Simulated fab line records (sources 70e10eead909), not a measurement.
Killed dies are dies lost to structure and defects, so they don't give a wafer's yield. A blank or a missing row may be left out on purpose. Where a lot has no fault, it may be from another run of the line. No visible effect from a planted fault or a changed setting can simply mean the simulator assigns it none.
What tool caused it? ; flow nand_harc ; Sampling: 12 lots, 36 wafers, 6 of 1302 route steps

== WHAT THE GAUGES SHOWED, per wafer ==
NHARC_A_CHANNEL_FILL_D1_THK_MEAS_06: measures by ellipsometry. Usual: 5.2 nm for thk_nm, sd 0.94.
lot;measured;on;thk_nm (nm);flag
L791;day 10 06:17;film_metro-01;5.4 4.0 5.7;
L792;day 10 18:14;film_metro-02;5.6 4.1 3.7;
L794;day 11 14:12;film_metro-02;5.5 4.8 3.4;
L797;day 12 20:59;film_metro-02;7.4 4.8 5.3;
L805;day 16 07:44;film_metro-02;4.5 4.2 4.8;
L806;day 16 10:47;film_metro-01;4.4 3.5 6.3;
L809;day 17 12:08;film_metro-01;6.2 5.7 4.8;
L810;day 18 02:07;film_metro-02;4.2 4.2 6.7;
L812;day 18 23:40;film_metro-02;4.4 6.2 6.1;
L811;day 19 05:43;film_metro-01;5.1 5.1 4.5;
L813;day 19 11:47;film_metro-01;4.4 5.5 5.4;
L814;day 20 06:05;film_metro-02;6.7 4.2 6.7;

NHARC_A_DECK1_JOINT_INSPECT_05. Usual: 321 for raw_defect_count, sd 110.
lot;measured;on;raw_defect_count;flag
L791;day 12 11:47;defect_inspect-01;378 493 309;
L792;day 12 17:26;defect_inspect-01;369 352 330;
L794;day 13 13:02;defect_inspect-01;360 258 350;
L797;day 15 02:04;defect_inspect-02;422 220 470;
L805;day 18 09:52;defect_inspect-01;777 883 745;OFF
L806;day 18 16:57;defect_inspect-02;691 785 723;OFF
L809;day 19 19:59;defect_inspect-01;674 247 339;
L810;day 20 12:19;defect_inspect-01;175 433 444;
L812;day 21 01:23;defect_inspect-02;168 430 231;
L811;day 21 04:21;defect_inspect-02;165 266 345;
L813;day 21 06:55;defect_inspect-02;293 281 357;
L814;day 22 02:34;defect_inspect-02;361 278 254;

NHARC_A_ONON_D2_THK_MEAS_02: measures by ellipsometry. Usual: 998 nm for thk_nm, sd 9.3.
lot;measured;on;thk_nm (nm);flag
L791;day 12 12:22;film_metro-02;995 993 996;
L792;day 12 18:01;film_metro-01;1000 997 999;
L794;day 13 13:37;film_metro-02;977 974 977;
L797;day 15 02:38;film_metro-02;993 994 992;
L805;day 18 10:27;film_metro-01;991 989 990;
L806;day 18 17:31;film_metro-02;997 996 995;
L809;day 19 20:34;film_metro-02;996 995 995;
L810;day 20 12:54;film_metro-01;997 999 998;
L812;day 21 01:58;film_metro-01;1002 1003 1004;
L811;day 21 04:56;film_metro-01;1012 1010 1009;
L813;day 21 07:29;film_metro-01;1016 1013 1015;
L814;day 22 03:08;film_metro-01;1000 1000 1000;

NHARC_END_SORT_01. Usual: killed_at_array 53, standard deviation 18; killed_at_other 1.0, standard deviation 1.2; killed_at_periphery 3.6, standard deviation 2.4; killed_dies 58, standard deviation 18; killed_open 3.4, standard deviation 1.8; killed_short 2.3, standard deviation 1.5.
lot;measured;on;killed_at_array;killed_at_other;killed_at_periphery;killed_dies;killed_open;killed_short;flag
L805;day 30 21:41;prober-01;134 126 137;1 2 0;11 7 4;146 135 141;4 5 2;2 2 1;OFF
L806;day 30 21:44;prober-02;113 125 121;0 0 1;13 10 9;126 135 131;2 2 3;2 4 7;OFF

== WHAT TOOL EACH LOT RAN ON (gives the tool, then ch and the chambers of the sampled wafers, and finally the start) ==
lot;NHARC_A_CHANNEL_FILL_D1_STRIP_29;NHARC_A_DECK1_JOINT_DEP_16
L791;rie_diel-04 ch 0,1,3, day 12 11:28 or earlier;pecvd-03 ch 0,2, day 12 11:28
L792;rie_diel-04 ch 1,3, day 12 17:07 or earlier;pecvd-03 ch 0,1,2, day 12 17:07
L794;rie_diel-06 ch 0,2,3, day 13 12:47 or earlier;pecvd-03 ch 1,2, day 13 12:47
L797;rie_diel-01 ch 0,3, day 15 01:45 or earlier;pecvd-02 ch 1,2, day 15 01:45
L805;rie_diel-06 ch 1,2,3, day 18 09:34 or earlier;pecvd-03 ch 0,1, day 18 09:34
L806;rie_diel-01 ch 0,2,3, day 18 16:41 or earlier;pecvd-03 ch 0,1,2, day 18 16:41
L809;rie_diel-04 ch 1,2,3, day 19 19:42 or earlier;pecvd-02 ch 0,2, day 19 19:42
L810;rie_diel-04 ch 2,3, day 18 07:56;pecvd-04 ch 0,1, day 20 12:01
L812;rie_diel-01 ch 0,2,3, day 21 01:10 or earlier;pecvd-04 ch 0,1,2, day 21 01:10
L811;rie_diel-06 ch 1,2,3, day 21 04:02 or earlier;pecvd-03 ch 0,1,2, day 21 04:02
L813;rie_diel-04 ch 0,1,2, day 21 06:36 or earlier;pecvd-04 ch 0,1, day 21 06:36
L814;rie_diel-04 ch 0,1, day 22 02:17 or earlier;pecvd-02 ch 1,2, day 22 02:17
- NHARC_A_CHANNEL_FILL_D1_STRIP_29: strips in O2, time 20 s.
- NHARC_A_DECK1_JOINT_DEP_16: deposits SiO2, target thk 45 nm.

== WHAT THE TOOLS THEMSELVES READ (means of the sampled wafers that have a number; where no wafer has one, the mark that the record gives instead) ==
NHARC_A_CHANNEL_FILL_D1_STRIP_29. Usual: drypump_motor_current_A 5.7 A, standard deviation 0.5; oes_product_au 1.001 a.u., standard deviation 0.01; rf_vpp_V 57.7 V, standard deviation 0.89; showerhead_plenum_p_Torr 3.51 Torr, standard deviation 0.12; throttle_valve_pct 17.037 %, standard deviation 0.0094.
lot;tool;drypump_motor_current_A (A);oes_product_au (a.u.);rf_vpp_V (V);showerhead_plenum_p_Torr (Torr);throttle_valve_pct (%);flag
L791;rie_diel-04;5.7;0.994;58.2;3.56;17.038;
L792;rie_diel-04;6.2;0.994;58.2;3.48;17.038;
L794;rie_diel-06;5.9;1.005;57.6;3.50;17.044;
L797;rie_diel-01;5.0;1.001;57.2;3.43;17.035;
L805;rie_diel-06;5.8;1.010;56.9;3.49;17.025;
L806;rie_diel-01;5.3;1.002;57.5;3.43;17.042;
L809;rie_diel-04;5.9;0.994;57.3;3.51;17.032;
L810;rie_diel-04;6.2;0.989;56.8;3.43;17.039;
L812;rie_diel-01;5.4;1.002;57.0;3.42;17.036;
L811;rie_diel-06;5.8;1.004;57.5;3.49;17.042;
L813;rie_diel-04;5.4;0.996;58.5;3.58;17.041;
L814;rie_diel-04;5.4;1.003;57.6;3.63;17.038;

NHARC_A_DECK1_JOINT_DEP_16. Usual: chamber_pressure_Torr 6.501 Torr, standard deviation 0.014; flow_sccm 2649 sccm, standard deviation 7.6; heater_power_w 531 W, standard deviation 77; rf_fwd_power_W 896.5 W, standard deviation 2.6; throttle_valve_pct 15.8 %, standard deviation 0.5.
lot;tool;chamber_pressure_Torr (Torr);flow_sccm (sccm);heater_power_w (W);rf_fwd_power_W (W);throttle_valve_pct (%);flag
L791;pecvd-03;6.482;2654;542;896.6;15.9;
L792;pecvd-03;6.488;2653;521;898.1;15.6;
L794;pecvd-03;6.496;2652;523;894.6;15.5;
L797;pecvd-02;6.512;2653;522;896.1;15.9;
L805;pecvd-03;6.503;2650;519;897.4;15.5;
L806;pecvd-03;6.504;2649;569;900.2;15.6;
L809;pecvd-02;6.500;2646;428;894.1;15.6;
L810;pecvd-04;6.508;2655;556;896.3;15.9;
L812;pecvd-04;6.506;2644;580;896.1;16.3;
L811;pecvd-03;6.488;2650;598;895.6;15.9;
L813;pecvd-04;6.507;2645;615;897.1;16.0;
L814;pecvd-02;6.511;2653;453;896.7;15.6;

== THE ANSWER, worked out from the rows above alone ==
Rule: a lot counts as off when the mean over its wafers that have a number is more than 3 standard deviations away from the usual mean. Also off: a lot with no number at a reading for which 4 or more lots have one. The other lots that the step has rows for count as sound. After the gauges, taken in route order, come the tools' own readings; for these a lot's mean is taken, as printed above. At the first step where some lot is off, the reading lying furthest off is the one used; lots without a number count as furthest.
Off, at NHARC_A_DECK1_JOINT_INSPECT_05 on raw_defect_count: L805, L806.
If a tool, at a process step before that reading, ran all the lots that are off and no sound lot after the first of them, it fits. Not tried: the gauges at NHARC_A_DECK1_JOINT_INSPECT_05; whatever is off there is also off at NHARC_END_SORT_01, on other tools, and gauge error can't account for it. NHARC_A_CHANNEL_FILL_D1_STRIP_29: start missing for some lots; hours and lot order therefore follow NHARC_A_DECK1_JOINT_DEP_16. Of those tried, none fits.

== WHAT HAD BEEN PUT IN BY THE SIMULATOR ==
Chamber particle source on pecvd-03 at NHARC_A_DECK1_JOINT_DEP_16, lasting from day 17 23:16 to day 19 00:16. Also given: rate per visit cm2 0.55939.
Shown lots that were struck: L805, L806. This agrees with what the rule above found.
